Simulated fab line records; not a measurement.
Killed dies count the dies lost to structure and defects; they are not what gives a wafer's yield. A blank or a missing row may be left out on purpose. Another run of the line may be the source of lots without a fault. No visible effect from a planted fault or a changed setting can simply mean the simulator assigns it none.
Which tool is to blame? ; flow n5-finfet ; Sampling: 10 lots, 29 wafers, 5 of 1938 route steps

== WHAT EACH GAUGE READ, for each wafer ==
The record lacks any reading of a measuring or inspecting step that a usual standard deviation could be used to judge.

== WHAT TOOL EACH LOT RAN ON (gives the tool, then ch and the chambers of the sampled wafers, and finally the start) ==
lot;N5_BEOL_M13_STRIP_37;N5_BEOL_M15_CMP_49;N5_MIM_TOP_ETCH_ETCH_00;N5_PASSIVATION_STRIP_48;N5_PASSIVATION_PROBE_49
L216;plasma-asher-02 ch 0,1, day 11 04:34;cmp-03 ch 1,2,3, day 11 18:42;rie-metal-02 ch 0,1, day 11 22:09;rie-diel-05 ch 0,1,2, day 12 05:50;-
L222;plasma-asher-02 ch 0,1, day 12 05:19;cmp-04 ch 0,3, day 13 05:34;rie-metal-02 ch 0,1, day 13 10:44;rie-diel-05 ch 0,1,2, day 13 18:17;-
L223;plasma-asher-02 ch 0,1, day 12 18:11;cmp-03 ch 0,1,2, day 13 19:38;rie-metal-03 ch 0,1, day 14 00:02;rie-diel-06 ch 2,3, day 14 08:28;-
L220;plasma-asher-02 ch 0,1, day 12 18:26;cmp-03 ch 0,3, day 13 19:02;rie-metal-02 ch 0,1, day 13 22:29;rie-diel-05 ch 0,2,3, day 14 07:47;-
L224;plasma-asher-01 ch 0,1, day 12 19:58;cmp-03 ch 0,1, day 13 20:14;rie-metal-02 ch 0,1, day 14 00:40;rie-diel-04 ch 0,1,3, day 14 06:58;-
L225;plasma-asher-01 ch 1, day 13 07:54;cmp-04 ch 0,2,3, day 13 22:38;rie-metal-02 ch 0,1, day 14 02:07;rie-diel-04 ch 1,3, day 14 11:24;-
L231;plasma-asher-01 ch 0,1, day 14 16:49;cmp-04 ch 0,1,2, day 15 08:55;rie-metal-02 ch 0,1, day 15 14:02;rie-diel-06 ch 0,1,3, day 15 21:37;-
L232;plasma-asher-01 ch 1, day 14 20:33;cmp-02 ch 0,2, day 15 21:52;rie-metal-01 ch 0, day 16 02:27;rie-diel-05 ch 0,2, day 16 12:17;-
L230;plasma-asher-02 ch 0, day 14 23:51;cmp-03 ch 1, day 16 00:15;rie-metal-02 ch 1, day 16 04:49;rie-diel-04 ch 0, day 16 11:52;prober-02, day 16 14:25
L236;plasma-asher-01 ch 0,1, day 16 02:16;cmp-03 ch 0,1,3, day 16 15:33;rie-metal-01 ch 0,1, day 16 19:54;rie-diel-04 ch 1,2, day 17 03:16;-
- N5_BEOL_M13_STRIP_37: strips in N2/H2.
- N5_BEOL_M15_CMP_49: polishes, stops on SiO2, t overpolish 4.9 s, target thk 850 nm.
- N5_MIM_TOP_ETCH_ETCH_00: etches TiN in Cl2/BCl3, target depth 38.5 nm.
- N5_PASSIVATION_STRIP_48: strips in O2.
- N5_PASSIVATION_PROBE_49

== WHAT THE TOOLS THEMSELVES READ (means of the sampled wafers that have a number; where no wafer has one, the mark that the record gives instead) ==
N5_BEOL_M13_STRIP_37. Usual: drypump-motor-current-A 5.5 A, standard deviation 0.56; heater-power-w 348 W, standard deviation 56; oes-product-au 0.785 a.u., standard deviation 0.0097.
lot;tool;drypump-motor-current-A (A);heater-power-w (W);oes-product-au (a.u.);flag
L216;plasma-asher-02;5.4;370;0.787;
L222;plasma-asher-02;5.2;396;0.781;
L223;plasma-asher-02;5.2;397;0.787;
L220;plasma-asher-02;5.4;363;0.780;
L224;plasma-asher-01;6.0;295;0.777;
L225;plasma-asher-01;6.5;269;0.783;
L231;plasma-asher-01;6.0;290;0.776;
L232;plasma-asher-01;6.5;273;0.792;
L230;plasma-asher-02;5.5;340;0.776;
L236;plasma-asher-01;6.0;297;0.779;

N5_BEOL_M15_CMP_49. Usual: barrier-field-endpoint-s 11.43 s, standard deviation 0.27; motor-current-A 8.3 A, standard deviation 0.55; overpolish-run-s 4.900 s, standard deviation 0.0083; slurry-filter-dp-kPa 13.48 kPa, standard deviation 0.13.
lot;tool;barrier-field-endpoint-s (s);motor-current-A (A);overpolish-run-s (s);slurry-filter-dp-kPa (kPa);flag
L216;cmp-03;11.61;8.7;4.901;13.45;
L222;cmp-04;11.32;7.4;4.891;13.41;
L223;cmp-03;11.40;8.1;4.904;13.44;
L220;cmp-03;11.50;8.1;4.900;13.31;
L224;cmp-03;11.67;8.0;4.896;13.38;
L225;cmp-04;11.06;8.0;4.897;13.41;
L231;cmp-04;11.12;8.1;4.901;13.48;
L232;cmp-02;11.35;8.3;4.893;13.47;
L230;cmp-03;11.68;8.1;4.894;13.42;
L236;cmp-03;11.10;8.5;4.900;13.45;

N5_MIM_TOP_ETCH_ETCH_00. Usual: chamber-pressure-mTorr 10.001 mTorr, standard deviation 0.009; drypump-motor-current-A 5.55 A, standard deviation 0.28; mfc-cl2-sccm 53.27 sccm, standard deviation 0.18; oes-product-au 0.79 a.u., standard deviation 0.062; rf-fwd-power-W 993 W, standard deviation 3.4; throttle-valve-pct 22.60 %, standard deviation 0.16.
lot;tool;chamber-pressure-mTorr (mTorr);drypump-motor-current-A (A);mfc-cl2-sccm (sccm);oes-product-au (a.u.);rf-fwd-power-W (W);throttle-valve-pct (%);flag
L216;rie-metal-02;10.006;5.68;53.43;0.83;992;22.64;
L222;rie-metal-02;9.996;5.66;53.25;0.82;992;22.64;
L223;rie-metal-03;10.014;5.74;53.26;0.77;992;22.59;
L220;rie-metal-02;9.997;5.66;53.38;0.82;994;22.64;
L224;rie-metal-02;9.996;5.58;53.12;0.78;991;22.54;
L225;rie-metal-02;10.007;5.57;53.27;0.78;990;22.54;
L231;rie-metal-02;10.007;5.68;53.44;0.82;993;22.65;
L232;rie-metal-01;10.002;5.34;53.55;0.82;989;22.60;
L230;rie-metal-02;10.003;5.73;53.27;0.85;996;22.76;
L236;rie-metal-01;9.994;5.29;53.31;0.80;994;22.69;

N5_PASSIVATION_STRIP_48. Usual: chamber-pressure-mTorr 30.01 mTorr, standard deviation 0.14; drypump-motor-current-A 5.7 A, standard deviation 0.53; oes-product-au 0.79 a.u., standard deviation 0.099; rf-vpp-V 3.5 V, standard deviation 2.4; showerhead-plenum-p-Torr 2.08 Torr, standard deviation 0.071; throttle-valve-pct 16.78 %, standard deviation 0.21.
lot;tool;chamber-pressure-mTorr (mTorr);drypump-motor-current-A (A);oes-product-au (a.u.);rf-vpp-V (V);showerhead-plenum-p-Torr (Torr);throttle-valve-pct (%);flag
L216;rie-diel-05;30.04;6.1;0.73;2.1;2.05;16.90;
L222;rie-diel-05;30.08;6.1;0.70;4.8;2.04;17.03;
L223;rie-diel-06;30.17;5.4;0.86;0.9;2.10;16.55;
L220;rie-diel-05;30.10;5.9;0.74;5.8;2.08;16.85;
L224;rie-diel-04;30.06;5.6;0.73;2.7;2.09;16.97;
L225;rie-diel-04;30.04;5.5;0.76;1.3;2.07;16.92;
L231;rie-diel-06;29.98;5.7;0.78;2.3;2.00;16.71;
L232;rie-diel-05;29.90;6.3;0.82;3.0;2.07;16.71;
L230;rie-diel-04;29.88;6.0;0.73;2.6;2.16;16.89;
L236;rie-diel-04;30.10;5.1;0.89;1.6;2.13;16.63;

N5_PASSIVATION_PROBE_49. Usual: defect-limited-yield 91.6 %, standard deviation 1.2; killed_at_M0_to_M3 33, standard deviation 9.4; killed_at_M4_up 13, standard deviation 5.2; killed-at-contacts 13, standard deviation 5.6; killed-at-front-end 37, standard deviation 9.5; killed-at-other 4, standard deviation 3.1; killed-dies 99, standard deviation 15; killed-open 65, standard deviation 11; killed-short 32, standard deviation 7.5; sort_bin_5_function 4.9 %, standard deviation 0.77; sort_bin_6_memory 3.1 %, standard deviation 0.65; sort-n-pass 1081, standard deviation 15; sort-yield-pct 91.6 %, standard deviation 1.2.
lot;tool;defect-limited-yield (%);killed_at_M0_to_M3;killed_at_M4_up;killed-at-contacts;killed-at-front-end;killed-at-other;killed-dies;killed-open;killed-short;sort_bin_5_function (%);sort_bin_6_memory (%);sort-n-pass;sort-yield-pct (%);flag
L230;prober-02;85.0;24;105;10;37;0;177;58;30;9.3;4.4;1003;85.0;OFF

== THE ANSWER, worked out from the rows above alone ==
Rule: a lot counts as off when the mean over its wafers that have a number is more than 3 standard deviations away from the usual mean. A lot without any number at a reading at which 4 lots or more have one is off too. Any other lot the step has rows for is counted as sound. The gauges are gone through in route order, then the tools' own readings, and for those a lot's mean is taken as printed above. At the first step where some lot is off, the reading lying furthest off is the one used; lots without a number count as furthest.
Off, at N5_PASSIVATION_PROBE_49 on killed_at_M4_up: L230. Neither off nor sound, because the step has no rows for them: L216, L222, L223, L220, L224, L225, L231, L232, L236.
A tool fits if, at that step or a process step before it, it ran every lot that is off, and no sound lot after the first of them. Can't be told from this: 5 tools fit, plasma-asher-02 at N5_BEOL_M13_STRIP_37, cmp-03 at N5_BEOL_M15_CMP_49, rie-metal-02 at N5_MIM_TOP_ETCH_ETCH_00, rie-diel-04 at N5_PASSIVATION_STRIP_48, prober-02 at N5_PASSIVATION_PROBE_49.

== WHAT THE SIMULATOR PUT IN ==
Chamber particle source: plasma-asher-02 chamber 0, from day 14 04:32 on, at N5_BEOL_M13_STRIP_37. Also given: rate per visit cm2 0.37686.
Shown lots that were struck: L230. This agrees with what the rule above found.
